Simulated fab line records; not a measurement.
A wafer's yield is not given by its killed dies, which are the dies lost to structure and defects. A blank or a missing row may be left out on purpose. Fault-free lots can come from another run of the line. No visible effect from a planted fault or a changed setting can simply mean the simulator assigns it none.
Problem report, 8D (eight disciplines) form, completed by code ; flow n5Finfet ; the parts of the form that need people (team, actions taken, sign-off) are left out

1. WHAT WENT WRONG
Mean of barrierFieldEndpointS at N5_BEOL_M3_CMP_52: 18.4 s over 2 wafers from 1 lot, against 24.6 s (standard deviation 0.64) on wafers with no fault. That puts it -9.7 standard deviations away from the usual mean.
The step: polishes, stops on SiOC, t overpolish 6.8 s, target thk 40 nm.
Seen first at day 11 21:56 on cmp-02, wafer L476.1. At this step, 30 wafers from 10 lots have a number in the record. Rule for "out" (also "out of limits"): further than 4 standard deviations from the usual mean. The other wafers with a number count as sound.

2. WHAT IT IS, AND WHAT IT ISN'T
question;is;is not
which readings at this step;barrierFieldEndpointS;motorCurrentA
which lots;L476;L461, L464, L466, L467, L468, L469, L479, L481, L483
which wafers of those lots;L476.1, L476.5;L476.3
read on which tools;cmp-02;cmp-01, cmp-04
when;from day 11 21:56;"up to then (19 sound wafers); but 9 sound wafers of L479, L481, L483 came after"

3. THE SUSPECTS, EACH WITH WHAT RULES IT OUT
Counting: if a tool at a process step up to the reading ran every lot that is out, it stays a suspect. Sound lots after the first of them don't rule it out here, since some wafers of a struck lot are sound.
- pecvd-03 at N5_BEOL_M3_PECVD_72 (deposits SiO2 from TEOS/O2, target thk 16 nm, time 18 s): kept. L476, the lot that is out, went through it at day 11 14:15; up to then, the latest sound lot through it was L468 at day 9 10:47.
- pvdSputter-02 at N5_BEOL_M3_SPUTTER_90 (material Cu, target thk 4.5 nm, time 8.29 s): kept. L476, the lot that is out, went through it at day 11 20:44; up to then, the latest sound lot through it was L466 at day 9 01:42.
- pvdSputter-02 at N5_BEOL_M3_SPUTTER_96 (material Cu, target thk 4.5 nm, time 8.29 s): kept. L476, the lot that is out, went through it at day 11 21:23; up to then, the latest sound lot through it was L466 at day 9 02:22.
- cmp-02 at N5_BEOL_M3_CMP_52 (polishes, stops on SiOC, t overpolish 6.8 s, target thk 40 nm): kept. L476, the lot that is out, went through it at day 11 21:56; up to then, the latest sound lot through it was L467 at day 9 09:50. Out on those wafers are its own readings of barrierFieldEndpointS.
- Within cmp-02 at N5_BEOL_M3_CMP_52: the wafers that are out ran in chambers 0, 3; their sound lot-mates ran in chamber 1.
Left after counting: pecvd-03 at N5_BEOL_M3_PECVD_72, pvdSputter-02 at N5_BEOL_M3_SPUTTER_90, pvdSputter-02 at N5_BEOL_M3_SPUTTER_96, cmp-02 at N5_BEOL_M3_CMP_52.

4. THE CAUSE (what the simulator had put in)
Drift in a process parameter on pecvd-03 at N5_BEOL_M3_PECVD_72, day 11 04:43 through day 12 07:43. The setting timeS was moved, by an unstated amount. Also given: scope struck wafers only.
After counting, 4 suspects remain, this tool included.

5. SEQUENCE OF EFFECTS, ordered by route
Each row: a reading where the mean over the struck wafers with a number is more than 3 standard deviations away from the usual. Readings are gone through only where the record gives a usual standard deviation; hours: the median, over the lots, of the time from a lot's start at the first step in this table giving one to that lot's start at this step; sigmas: the change measured in usual standard deviations.
hours;step;reading;usual;on struck wafers;change;sigmas
0;N5_BEOL_M3_CMP_52;barrierFieldEndpointS;24.6 s;18.4;-6.2;-9.7
Process steps it contains:
- N5_BEOL_M3_CMP_52: polishes, stops on SiOC, t overpolish 6.8 s, target thk 40 nm.
Later steps that measure or inspect, where all struck wafers having a row at the step show a number for every such reading and not one has moved that far: N5_BEOL_M3_THK_MEAS_53, N5_BEOL_M4_RC_MEAS_101.

6. HOW IT WOULD HAVE BEEN CAUGHT EARLIER
In this record the first reading out of limits was taken at day 11 21:56, 17 hours after the fault began at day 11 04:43.
An alarm limit of 4 standard deviations would not have fired on the tool readings at N5_BEOL_M3_PECVD_72 for which the record gives a usual standard deviation, since none of them was out on any struck wafer.
The start of N5_BEOL_M3_PECVD_72 on pecvd-03 came by day 11 21:56 for every one of the lots that are out (1). None of them would have been spared by holding the tool at that moment.
